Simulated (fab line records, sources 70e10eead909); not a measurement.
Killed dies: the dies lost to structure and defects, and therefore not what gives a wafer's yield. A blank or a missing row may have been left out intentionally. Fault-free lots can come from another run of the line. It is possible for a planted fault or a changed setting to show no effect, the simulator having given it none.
Matching of chambers	flow nand harc	NHARC_A_M1_DESCUM_14 on rie diel-12 has 4 sister chambers
The step chemistry O2, time 3 s. 4 wafers are shown with their chamber, then 8 later ones without.

EACH WAFER AND ITS CHAMBER
wafer	chamber	drypump motor current A (A)
L088.1	0	6.7
L088.3	2	5.8
L088.4	3	5.3
L092.1	1	5.0

WAFERS WITHOUT THEIR CHAMBER
wafer	drypump motor current A (A)
L092.2	6.7
L092.4	5.8
L094.2	5.1
L094.3	5.9
L094.5	5.8
L096.2	5.8
L096.3	5.3
L096.5	5.3

THE CHAMBER EACH PASSED THROUGH
wafer	from the rows above	in truth
L092.2	0	0
L092.4	2	2
L094.2	1	1
L094.3	2	2
L094.5	2	2
L096.2	2	2
L096.3	3	3
L096.5	3	3
Correctly placed: 8 of 8. Left unplaced by these rows: 0. Wrongly placed: 0.
How it was worked out, from the rows above alone: a wafer's distance from a chamber is the root of the sum, over the readings, of the square of ((its reading less the chamber's mean) divided by the reading's scatter). If the next closest chamber is less than 2 further off than the closest, the wafer can't be placed; otherwise it belongs to the closest. For every chamber, the mean is computed from those of its wafers that are shown. The scatter: with one shown wafer a chamber, the root of the mean of the squares of how far each hidden wafer lies from its nearest shown one.
